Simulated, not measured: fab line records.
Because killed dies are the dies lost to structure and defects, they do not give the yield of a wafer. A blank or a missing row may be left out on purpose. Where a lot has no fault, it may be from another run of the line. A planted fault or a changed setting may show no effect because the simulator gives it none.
Struck lot and sound lot, side by side -- flow n5Finfet -- 14 out of 1938 route steps
Sound: wafers L823.2, L823.4, L823.6. The struck wafers were L835.2, L835.4, L835.5. At the end, the cause is stated.
Per side, at each step with rows, come the tool, then ch with its chambers, and then its first start. Under that, the readings that differ: sound wafers -- struck wafers -- difference of the means -- sigmas: that difference in standard deviations of wafers without a fault.
alike: words and numbers the same on both sides, and readings whose means are apart by under 2 such deviations; not compared: readings that were withheld, readings missing a value for some wafer, numbers with overlapping values and no deviation given by the record, and bounds like >300 which may hide the same value.
The two part at a step that has a row with sigmas, a row that says differs or no value, or rows on one side only. Numbers that don't overlap but have no deviation are shown without sigmas and don't part them. A reading that every wafer of one side lacks parts them only if that side has two wafers or more.

N5_MOL_CONTACT_COAG_PRE_CLEAN_141: time 60 s.
  sound: pvdSputter-01 at day 5 18:34; struck: pvdSputter-01 at day 8 23:47
  alike: heaterPowerW
N5_MOL_CONTACT_COAG_SPUTTER_143: material Co, target thk 2.5 nm.
  sound: pvdSputter-01 at day 5 18:37; struck: pvdSputter-01 at day 8 23:50
  alike: throttleValvePct
then, 2 steps without rows for these wafers: N5_MOL_CONTACT_COAG_CO_FILL_22 (material Co, precursor CCTBA/H2, target thk 20 nm); N5_MOL_CONTACT_COAG_ANNEAL_113 (time 300 s).
N5_MOL_CONTACT_COAG_PRE_CLEAN_142: time 60 s.
  sound: pvdSputter-03 at day 5 20:59; struck: pvdSputter-02 at day 9 01:38
  alike: heaterPowerW
N5_MOL_CONTACT_COAG_SPUTTER_130: material Co, target thk 47.5 nm.
  sound: pvdSputter-03 at day 5 21:02; struck: pvdSputter-02 at day 9 01:41
  alike: throttleValvePct
then, 4 steps without rows for these wafers: N5_MOL_CONTACT_COAG_PRECLEAN_125 (cleans in DIW, time 57.5 s); N5_MOL_CONTACT_COAG_SRD_126 (dry time 32 s); N5_MOL_CONTACT_COAG_CMP_23 (polishes, stops on SiO2, t overpolish 1.5 s, target thk 0 nm); N5_MOL_CONTACT_COAG_WET_ETCH_26 (target Co, target depth 13 nm).
N5_MOL_CONTACT_COAG_WET_ETCH_116: etches the open film in SC1-inhibited, target depth 4.6 nm, rinse time 30 s.
  sound on wetBench-03 ch 1,2,7, day 5 21:44; struck on wetBench-03 ch 1,4,7, day 9 02:22
  no value came back on the struck wafers for rinseTempC (C), rinseTimeS (s); on the sound wafers rinseTempC (C) reads 22.87 23.04 23.12
N5_MOL_CONTACT_COAG_ALD_27: deposits SiOC, target thk 17 nm, pulse time 1.5 s, time 2720 s.
  sound on aldSin-04 ch 0,1,2, day 5 22:50; struck on aldSin-01 ch 0,3, day 9 02:41
  alike: heaterPowerW, precursorPulseHeightRel
  not compared: sinceWetCleanH
N5_BEOL_M4_RC_MEAS_101:
  the record has rows for the sound wafers here (prober-02 ch 0, day 8 18:12) and none for the struck ones
-- record jumps: 8 days separate the struck wafers' starts on either side; left off in module BEOL_M4, taken up again in module PASSIVATION, whose first shown step is the route's number 1936 --
N5_PASSIVATION_PROBE_49:
  sound: prober-01 at day 12 02:04; struck: prober-02 at day 17 12:49
reading,sound,struck,difference,sigmas
defectLimitedYield (%),89.4 93.7 91.1,0 0 0,-91,-61
killedAtContacts,6 6 2,1081 1093 1081,+1080,+99 or more
killedDies,125 74 105,1180 1180 1180,+1079,+60
killedOnRim,20 5 22,152 152 152,+136,+32
sort_bin_5_function (%),6.5 3.5 5.5,96.4 96.8 97.1,+91.6,+94
sortNPass,1055 1106 1075,0 0 0,-1079,-60
sortYieldPct (%),89.4 93.7 91.1,0 0 0,-91,-61
  alike: killed_at_M0_to_M3, killed_at_M4_up, killedAtFrontEnd, killedAtOther, killedOpen, killedShort, sort_bin_6_memory

WHERE THEY PART
Earliest at N5_MOL_CONTACT_COAG_WET_ETCH_116; latest, in this record, at N5_PASSIVATION_PROBE_49.

WHY: what the simulator had put in
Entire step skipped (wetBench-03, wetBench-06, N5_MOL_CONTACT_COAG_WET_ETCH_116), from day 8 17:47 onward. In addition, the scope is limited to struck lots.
